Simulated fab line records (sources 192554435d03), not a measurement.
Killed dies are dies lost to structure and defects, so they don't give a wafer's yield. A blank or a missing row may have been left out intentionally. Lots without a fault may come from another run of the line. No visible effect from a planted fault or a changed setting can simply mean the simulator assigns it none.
fab line records | flow n5Finfet
record: lots: 4 wafers: 12 lastDay: 17
route steps=1938 shown BEOL_M4@1099 BEOL_M5@1112 MIM_BOT_ETCH@1868 PASSIVATION@1936
lots that met no fault: taken from a fault-free run of the same line
startH: the number of hours between the record's first day and the start of the first shown wafer of the lot | waitH: hours elapsed since this lot's preceding step | " identical to the entry in the row above | L1.1+2: one row covering several wafers at once | - no value present, or no start provided | * or withheld: withheld | < > ~ a bound
route shown NAME@n: names a module that has steps shown in the file, with the first one's number in the route | usual: mean/standard deviation taken from wafers without a fault | same: alike in all rows | chamber/n: place in a boat | sites: each site's reading | _std_site: the values' standard deviation | _edge_site: inner sites' mean taken away from outer sites' mean | radiusMm: for every site, how far away it sits from the centre of the wafer | mask NAME#n: copy n | behind: the last tool/chamber to shape the wafer | hold: what put the lot on hold/how long, in hours/how the hold closed | device: transistor that didn't switch, given as n, p or np | end of line: the route-end tests of the same wafers | a step given without rows: its recipe and nothing more | killed: not the wafer's yield, but the dies lost to structure and defects at the first sort | map: dies across one wafer; x = killed, . = not, _ = none there
set.NAME: setting as actually run; set.NAME@STEP: the setting as run at that earlier step | model.NAME: the simulator's own value behind a step, which no gauge read
a table for each step, a row for each wafer; lots at some steps of the route
services: from which hour (startH, from the record's first day; less than 0 if before it) a tool's chamber was out of use, for how many hours, and why
== steps ==
step: N5_BEOL_M4_ANNEAL_95
recipe: tempC: 400 timeS: 240 ambient: vacuum
step: N5_BEOL_M4_SPUTTER_96
recipe: material: Cu targetThkA: 45 tempC: -20 chamberPressurePa: 0.07 powerW: withheld timeS: 8.29
step: N5_BEOL_M4_ECD_50
recipe: material: Cu targetThkA: 3000
step: N5_BEOL_M4_ANNEAL_51
recipe: tempC: 225 timeS: 90 ambient: N2
step: N5_BEOL_M4_CMP_52
recipe: stopOn: SiOC tOverpolishS: 6.8 downForcePsi: 1 platenRpm: 50 clearingPlatenDownForcePsi: 1.5 clearingPlatenRpm: 50 postCmpClean: cuAlkaline targetThkNm: 40 clearingPlatenPadVelocityMS: 0.99484 padVelocityMS: 0.99484
step: N5_BEOL_M4_PRE_CLEAN_60
recipe: gas: NH3/H2 timeS: 15 tempC: * rfPowerW: 300
step: N5_BEOL_M4_CO_CAP_55
recipe: material: Co targetThkA: 20 tempC: 200 precursor: CCTBA/H2 pressureTorr: 30 timeS: 102.1
step: N5_BEOL_M4_PRE_CLEAN_56
recipe: gas: NH3 timeS: 15 tempC: withheld rfPowerW: 300
step: N5_BEOL_M4_DEP_57
recipe: material: SiCN targetThkA: 80 tempC: withheld precursor: 3MS/NH3 pressureTorr: 3 rfW: 202 timeS: 14
step: N5_BEOL_M4_RC_MEAS_101
usual: DIBL_N: 36.5/1.7 DIBL_P: 36.3/2.1 IOFF_N: 0.16/0.036 IOFF_P: 0.21/0.037 ION_N: 676/12 ION_P: 462/7.6 SS_N: 71.5/0.68 SS_P: 73.3/0.63 VT_N: 249/3.5 VT_P: -250/3.5
columns lot.wafer tool chamber startH waitH DIBL_N[mV/V] DIBL_P[mV/V] IOFF_N[nA/um] IOFF_P[nA/um] ION_N[uA/um] ION_P[uA/um] SS_N[mV/dec] SS_P[mV/dec] VT_N[mV] VT_P[mV]
L881.2 prober-01 0 219.90 0.2 36.2 36.0 0.16 0.21 663 460 72.8 72.9 251 -248
L881.4 " 0 " " 37.3 38.8 0.18 0.26 674 468 72.2 73.1 248 -244
L881.5 " 0 " " 34.9 36.4 0.14 0.21 670 461 72.1 72.9 253 -246
L883.3 prober-02 0 222.25 0.3 34.9 33.8 0.13 0.15 663 450 71.4 72.9 250 -258
L883.4 " 0 " " 33.9 32.3 0.11 0.13 671 449 71.1 72.4 254 -258
L883.5 " 0 " " 34.0 32.0 0.12 0.13 662 446 72.3 72.3 256 -259
L894.3 prober-02 0 289.36 0.3 37.2 38.4 0.17 0.23 685 472 71.2 73.4 249 -250
L894.5 " 0 " " 39.6 40.0 0.21 0.26 688 466 71.6 74.5 246 -250
L894.6 " 0 " " 35.2 35.2 0.12 0.18 668 465 71.9 73.1 255 -251
L895.2 prober-01 0 293.56 0.2 38.9 37.2 0.18 0.22 684 462 72.2 73.6 248 -248
L895.4 " 0 " " 38.2 37.5 0.17 0.22 685 462 71.6 73.3 247 -250
L895.5 " 0 " " 38.9 38.1 0.18 0.22 685 469 72.0 73.5 248 -248
step: N5_BEOL_M5_ILD_DEP_00
recipe: material: SiCOH_lowk targetThkA: 1406.4 tempC: 300 precursor: DEMS/porogen pressureTorr: 5 rfW: 500 timeS: 25.9
step: N5_BEOL_M5_CURE_79
recipe: tempC: 385 timeS: 240 ambient: He/Ar material: SiCOH_lowk
step: N5_BEOL_M5_PECVD_70
recipe: material: SiO2 targetThkA: 160 tempC: 400 precursor: TEOS/O2 pressureTorr: 5.5 rfW: 450 teosFlowSccm: 53.8 gas: O2 flowSccm: 3000 timeS: 18
step: N5_BEOL_M5_HM_DEP_02
recipe: material: TiN targetThkA: 200 tempC: 25 chamberPressurePa: 0.49996
step: N5_BEOL_M5_COAT_59
recipe: resist: SOC tempC: 250 timeS: 60 spinRpm: 1500 resistThkNm: 60
step: N5_BEOL_M5_COAT_60
recipe: resist: SiARC tempC: 220 timeS: 60 spinRpm: 1500 resistThkNm: 12
step: N5_BEOL_M5_COAT_71
recipe: resist: underlayer tempC: 205 timeS: 60 spinRpm: 1500 resistThkNm: 5
step: N5_BEOL_M5_COAT_05
recipe: resist: CAR-EUV spinRpm: 1500 resistThkNm: 30
step: N5_BEOL_M5_EBR_07
recipe: solvent: PGMEA ebrWidthMm: 1.5
step: N5_BEOL_M5_SOFTBAKE_06
recipe: tempC: 110 timeS: 60 resist: CAR-EUV
step: N5_BEOL_M5_EXPOSE_08
recipe: maskId: M5 na: 0.33 sourceShape: annular sigmaInner: 0.4 sigmaOuter: 0.8 polarization: unpolarized targetCdNm: 28 doseMj: 35.75
step: N5_BEOL_M5_PEB_09
recipe: pebTempC: 100 pebTimeS: 60 resist: CAR-EUV
step: N5_BEOL_M5_DEVELOP_10
recipe: developTimeS: 30 developer: TMAH resist: CAR-EUV rinseLiquid: surfactantRinse dry: airSpin devTempC: 23
step: N5_BEOL_M5_DESCUM_16
recipe: chemistry: O2 timeS: 7 sourcePowerW: 50 biasPowerW: 20 pressureMtorr: 20 rfFrequencyHz: 2.712e+07 tempC: 40 resist: CAR-EUV o2FlowSccm: 225
step: N5_BEOL_M5_ETCH_72
recipe: chemistry: N2/H2 target: underlayer targetDepthA: 65 maskMaterial: CAR-EUV timeS: 5.2 ionEnergyEv: 200 pressureMtorr: 30 sourceW: 840 biasW: 150 n2FlowSccm: 200 h2FlowSccm: 200 ends: cleared
step: N5_BEOL_M5_ETCH_61
recipe: chemistry: CF4 target: SiARC targetDepthA: 156 maskMaterial: CAR-EUV timeS: 26 ionEnergyEv: 80 pressureMtorr: 40 sourceW: 545 biasW: 36 Ar_flow_sccm: 100 cf4FlowSccm: 100 ends: cleared
step: N5_BEOL_M5_ETCH_62
recipe: chemistry: N2/H2 target: SOC targetDepthA: 750 overetchA: 150 maskMaterial: SiARC tempC: 40 timeS: 112.5 ionEnergyEv: 200 pressureMtorr: 30 sourceW: 840 biasW: 150 n2FlowSccm: 200 h2FlowSccm: 200
step: N5_BEOL_M5_STRIP_63
recipe: chemistry: N2/H2 tempC: 40 n2FlowSccm: 200 h2FlowSccm: 200 rfFrequencyHz: 6e+07
step: N5_BEOL_M5_STRIP_73
recipe: chemistry: N2/H2 tempC: 40 n2FlowSccm: 200 h2FlowSccm: 200 rfFrequencyHz: 6e+07
step: N5_BEOL_M5_STRIP_64
recipe: chemistry: CF4 resist: SiARC powerW: 300 biasPowerW: 75 pressureMtorr: 50 cf4FlowSccm: 150 rfFrequencyHz: 6e+07
step: N5_BEOL_M5_HM_OPEN_17
recipe: chemistry: Cl2/BCl3 targetDepthA: 200 overetchA: 60 target: TiN maskMaterial: SOC ionEnergyEv: 150 pressureMtorr: 10 icpW: 1000 biasW: 126 Cl2_flow_sccm: 53.25 bcl3FlowSccm: 21.75 Ar_flow_sccm: 25
step: N5_BEOL_M5_STRIP_19
recipe: chemistry: O2 powerW: 400 tempC: 40 pressureMtorr: 30 rfFrequencyHz: 6e+07 biasPowerW: 0 overashFraction: 0.2 o2FlowSccm: 225
step: N5_BEOL_M5_COAT_65
recipe: resist: SOC tempC: 250 timeS: 60 spinRpm: 1500 resistThkNm: 60
step: N5_BEOL_M5_COAT_66
recipe: resist: SiARC tempC: 220 timeS: 60 spinRpm: 1500 resistThkNm: 12
step: N5_MIM_BOT_ETCH_ETCH_00
recipe: chemistry: Cl2/BCl3 target: TiN targetDepthA: 455 ionEnergyEv: 150 pressureMtorr: 10 icpW: 1000 biasW: 126 Cl2_flow_sccm: 53.25 bcl3FlowSccm: 21.75 Ar_flow_sccm: 25
usual: bcl3FlowSccm: 21.75/0.059 biasW: 126.0/0.39 chamberPressureMTorr: 10.000/0.0093 drypumpMotorCurrentA: 5.8/0.39 oesProductAu: 0.86/0.1 throttleValvePct: 21.83/0.28
columns lot.wafer tool chamber startH waitH bcl3FlowSccm biasW chamberPressureMTorr drypumpMotorCurrentA oesProductAu rfHoursCounterH throttleValvePct model.coat_of_MIM_BOT_LITHO_COAT_02.thkNm
L881.2 rieMetal-02 1 311.42 0.1 - - - - - - - *
L881.4 " 0 " " - - - - - - - *
L881.5 " 1 " " - - - - - - - *
L883.3 rieMetal-01 1 316.82 0.1 - - - - - - - *
L883.4 " 0 " " - - - - - - - *
L883.5 " 1 " " - - - - - - - *
L894.3 rieMetal-01 1 382.62 0.1 21.83 125.7 10.009 5.5 0.86 - 22.23 *
L894.5 " 0 " " 21.71 126.2 10.004 6.5 0.88 - 21.66 *
L894.6 " 1 " " 21.80 125.9 10.009 5.5 0.86 - 22.22 *
L895.2 rieMetal-01 1 388.62 0.1 21.70 125.9 10.012 5.5 0.86 22 22.25 *
L895.4 " 1 " " 21.77 126.2 10.009 5.5 0.86 - 22.24 *
L895.5 " 0 " " 21.70 125.7 9.989 6.5 0.88 - 21.68 *
step: N5_PASSIVATION_PROBE_49
usual: defectLimitedYield: 91.4/1.5 killed_at_M0_to_M3: 34/12 killed_at_M4_up: 12/4.9 killedAtContacts: 13/7.2 killedAtFrontEnd: 39/12 killedAtOther: 3.7/2.9 killedDies: 101/18 killedOnRim: 13/4 killedOpen: 67/14 killedShort: 33/7.2 sort_bin_5_function: 5.1/0.97 sort_bin_6_memory: 3.2/0.67 sortNPass: 1079/17 sortYieldPct: 91.4/1.5
same: grossDies: 1180 killedAtBackSide: 0 sort_bin_4_leakage[%]: 0 sort_bin_8_speed[%]: 0
columns lot.wafer tool chamber startH waitH defectLimitedYield[%] killed_at_M0_to_M3 killed_at_M4_up killedAtContacts killedAtFrontEnd killedAtOther killedDies killedOnRim killedOpen killedShort sort_bin_5_function[%] sort_bin_6_memory[%] sortNPass sortYieldPct[%]
L881.2 prober-02 - 321.73 0.1 0 30 21 17 60 1052 1180 152 94 39 95.9 3.7 0 0
L881.4 prober-02 - 321.83 0.2 0 30 10 21 56 1063 1180 152 77 42 96.4 3.3 0 0
L881.5 prober-02 - 321.88 0.2 0 31 18 17 61 1053 1180 152 87 45 95.8 3.8 0 0
L883.3 prober-01 - 326.68 0.1 0 46 9 13 40 1072 1180 152 89 20 95.7 4.1 0 0
L883.4 prober-01 - 326.73 0.2 0 64 19 6 37 1054 1180 152 96 36 95.3 4.4 0 0
L883.5 prober-01 - 326.78 0.2 0 71 6 10 38 1055 1180 152 92 38 95.8 3.6 0 0
killed by level:class
L881.2 MIM_BOT_ETCH:areaEtch=1047 FIN_SAQP:geometricParticle:open=24 MOL_CONTACT_COAG:geometricParticle:open=14 BEOL_M4:geometricParticle:open=9 GATE_CUT:geometricParticle:short=8 BEOL_M0_SAQP:geometricParticle:open=7 BEOL_M3:geometricParticle:open=7 BEOL_M0_SAQP:geometricParticle:short=6
L881.4 MIM_BOT_ETCH:areaEtch=1060 FIN_SAQP:geometricParticle:open=19 MOL_CONTACT_COAG:geometricParticle:open=16 FIN_SAQP:geometricParticle:short=14 BEOL_M0_SAQP:geometricParticle:short=10 BEOL_M0_SAQP:geometricParticle:open=7 STI_FIN_REVEAL:geometricParticle:open=6 MOL_CONTACT_COAG:geometricParticle:short=5
L881.5 MIM_BOT_ETCH:areaEtch=1047 STI_FIN_REVEAL:geometricParticle:open=14 MOL_CONTACT_COAG:geometricParticle:open=13 FIN_SAQP:geometricParticle:short=12 BEOL_M2:geometricParticle:open=11 FIN_SAQP:geometricParticle:open=8 DUMMY_GATE:geometricParticle:open=7 BEOL_M4:geometricParticle:short=6
L883.3 MIM_BOT_ETCH:areaEtch=1071 BEOL_M3:geometricParticle:open=17 FIN_SAQP:geometricParticle:open=13 MOL_CONTACT_COAG:geometricParticle:open=12 STI_FIN_REVEAL:geometricParticle:open=11 BEOL_M0:geometricParticle:open=10 BEOL_M0_SAQP:geometricParticle:open=7 FIN_SAQP:geometricParticle:short=6
L883.4 MIM_BOT_ETCH:areaEtch=1046 BEOL_M0_SAQP:geometricParticle:open=13 BEOL_M1:geometricParticle:open=11 STI_FIN_REVEAL:geometricParticle:open=10 BEOL_M0_SAQP:geometricParticle:short=10 BEOL_M0:geometricParticle:open=9 BEOL_M3:geometricParticle:open=8 BEOL_M4:geometricParticle:open=8
L883.5 MIM_BOT_ETCH:areaEtch=1050 BEOL_M3:geometricParticle:open=25 FIN_SAQP:geometricParticle:short=12 BEOL_M1:geometricParticle:open=11 FIN_SAQP:geometricParticle:open=10 BEOL_M0_SAQP:geometricParticle:open=9 STI_FIN_REVEAL:geometricParticle:open=8 MOL_CONTACT_COAG:geometricParticle:open=8
map L881.2 (x killed, . not)
_________________xxxxxxxxxxxx________________
______________xxxxxxxxxxxxxxxxxx_____________
___________xxxxxxxxxxxxxxxxxxxxxxxx__________
__________xxxxxxxxxxxxxxxxxxxxxxxxxx_________
________xxxxxxxxxxxxxxxxxxxxxxxxxxxxxx_______
_______xxxxxxxxxxxxxxxxxxxxxxxxxxxxxxxx______
______xxxxxxxxxxxxxxxxxxxxxxxxxxxxxxxxxx_____
_____xxxxxxxxxxxxxxxxxxxxxxxxxxxxxxxxxxxx____
____xxxxxxxxxxxxxxxxxxxxxxxxxxxxxxxxxxxxxx___
___xxxxxxxxxxxxxxxxxxxxxxxxxxxxxxxxxxxxxxxx__
___xxxxxxxxxxxxxxxxxxxxxxxxxxxxxxxxxxxxxxxx__
__xxxxxxxxxxxxxxxxxxxxxxxxxxxxxxxxxxxxxxxxxx_
__xxxxxxxxxxxxxxxxxxxxxxxxxxxxxxxxxxxxxxxxxx_
_xxxxxxxxxxxxxxxxxxxxxxxxxxxxxxxxxxxxxxxxxxxx
_xxxxxxxxxxxxxxxxxxxxxxxxxxxxxxxxxxxxxxxxxxxx
_xxxxxxxxxxxxxxxxxxxxxxxxxxxxxxxxxxxxxxxxxxxx
_xxxxxxxxxxxxxxxxxxxxxxxxxxxxxxxxxxxxxxxxxxxx
_xxxxxxxxxxxxxxxxxxxxxxxxxxxxxxxxxxxxxxxxxxxx
_xxxxxxxxxxxxxxxxxxxxxxxxxxxxxxxxxxxxxxxxxxxx
_xxxxxxxxxxxxxxxxxxxxxxxxxxxxxxxxxxxxxxxxxxxx
_xxxxxxxxxxxxxxxxxxxxxxxxxxxxxxxxxxxxxxxxxxxx
__xxxxxxxxxxxxxxxxxxxxxxxxxxxxxxxxxxxxxxxxxx_
__xxxxxxxxxxxxxxxxxxxxxxxxxxxxxxxxxxxxxxxxxx_
___xxxxxxxxxxxxxxxxxxxxxxxxxxxxxxxxxxxxxxxx__
___xxxxxxxxxxxxxxxxxxxxxxxxxxxxxxxxxxxxxxxx__
____xxxxxxxxxxxxxxxxxxxxxxxxxxxxxxxxxxxxxx___
_____xxxxxxxxxxxxxxxxxxxxxxxxxxxxxxxxxxxx____
______xxxxxxxxxxxxxxxxxxxxxxxxxxxxxxxxxx_____
_______xxxxxxxxxxxxxxxxxxxxxxxxxxxxxxxx______
________xxxxxxxxxxxxxxxxxxxxxxxxxxxxxx_______
__________xxxxxxxxxxxxxxxxxxxxxxxxxx_________
___________xxxxxxxxxxxxxxxxxxxxxxxx__________
______________xxxxxxxxxxxxxxxxxx_____________
_________________xxxxxxxxxxxx________________
map L883.3 (x killed, . not)
_________________xxxxxxxxxxxx________________
______________xxxxxxxxxxxxxxxxxx_____________
___________xxxxxxxxxxxxxxxxxxxxxxxx__________
__________xxxxxxxxxxxxxxxxxxxxxxxxxx_________
________xxxxxxxxxxxxxxxxxxxxxxxxxxxxxx_______
_______xxxxxxxxxxxxxxxxxxxxxxxxxxxxxxxx______
______xxxxxxxxxxxxxxxxxxxxxxxxxxxxxxxxxx_____
_____xxxxxxxxxxxxxxxxxxxxxxxxxxxxxxxxxxxx____
____xxxxxxxxxxxxxxxxxxxxxxxxxxxxxxxxxxxxxx___
___xxxxxxxxxxxxxxxxxxxxxxxxxxxxxxxxxxxxxxxx__
___xxxxxxxxxxxxxxxxxxxxxxxxxxxxxxxxxxxxxxxx__
__xxxxxxxxxxxxxxxxxxxxxxxxxxxxxxxxxxxxxxxxxx_
__xxxxxxxxxxxxxxxxxxxxxxxxxxxxxxxxxxxxxxxxxx_
_xxxxxxxxxxxxxxxxxxxxxxxxxxxxxxxxxxxxxxxxxxxx
_xxxxxxxxxxxxxxxxxxxxxxxxxxxxxxxxxxxxxxxxxxxx
_xxxxxxxxxxxxxxxxxxxxxxxxxxxxxxxxxxxxxxxxxxxx
_xxxxxxxxxxxxxxxxxxxxxxxxxxxxxxxxxxxxxxxxxxxx
_xxxxxxxxxxxxxxxxxxxxxxxxxxxxxxxxxxxxxxxxxxxx
_xxxxxxxxxxxxxxxxxxxxxxxxxxxxxxxxxxxxxxxxxxxx
_xxxxxxxxxxxxxxxxxxxxxxxxxxxxxxxxxxxxxxxxxxxx
_xxxxxxxxxxxxxxxxxxxxxxxxxxxxxxxxxxxxxxxxxxxx
__xxxxxxxxxxxxxxxxxxxxxxxxxxxxxxxxxxxxxxxxxx_
__xxxxxxxxxxxxxxxxxxxxxxxxxxxxxxxxxxxxxxxxxx_
___xxxxxxxxxxxxxxxxxxxxxxxxxxxxxxxxxxxxxxxx__
___xxxxxxxxxxxxxxxxxxxxxxxxxxxxxxxxxxxxxxxx__
____xxxxxxxxxxxxxxxxxxxxxxxxxxxxxxxxxxxxxx___
_____xxxxxxxxxxxxxxxxxxxxxxxxxxxxxxxxxxxx____
______xxxxxxxxxxxxxxxxxxxxxxxxxxxxxxxxxx_____
_______xxxxxxxxxxxxxxxxxxxxxxxxxxxxxxxx______
________xxxxxxxxxxxxxxxxxxxxxxxxxxxxxx_______
__________xxxxxxxxxxxxxxxxxxxxxxxxxx_________
___________xxxxxxxxxxxxxxxxxxxxxxxx__________
______________xxxxxxxxxxxxxxxxxx_____________
_________________xxxxxxxxxxxx________________
== services ==
columns tool chamber startH hours kind
rieMetal-01 1 308.47 4.1 repair
== key ==
firstSign: step: N5_MIM_BOT_ETCH_ETCH_00 reading: toolRecord direction: missing
effect: step: N5_PASSIVATION_PROBE_49 reading: killedAtOther direction: up sigmas: 99+ usual: 3.7 struck: 1058.2
modelEffect: step: N5_MIM_BOT_ETCH_ETCH_00 value: coat_of_MIM_BOT_LITHO_COAT_02.thkNm without: * struck: *
moreKillsBornAt: N5_MIM_BOT_ETCH_ETCH_00@rieMetal-01: 3167 N5_MIM_BOT_ETCH_ETCH_00@rieMetal-02: 3154
metAt N5_MIM_BOT_ETCH_ETCH_00
struckWafers L881.2,L881.4,L881.5,L883.3,L883.4,L883.5
laterRowsLeftOut L881.2,L881.4,L881.5,L883.3,L883.4,L883.5
fault: kind: skippedStepWhole tool: rieMetal-01,rieMetal-02 chamber: - onsetH: 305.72 steps: N5_MIM_BOT_ETCH_ETCH_00 scope: struckLotsOnly
laterRowsLeftOut: the simulator's readings of these wafers behind a module that went badly wrong aren't trusted and aren't shown, but for the sort
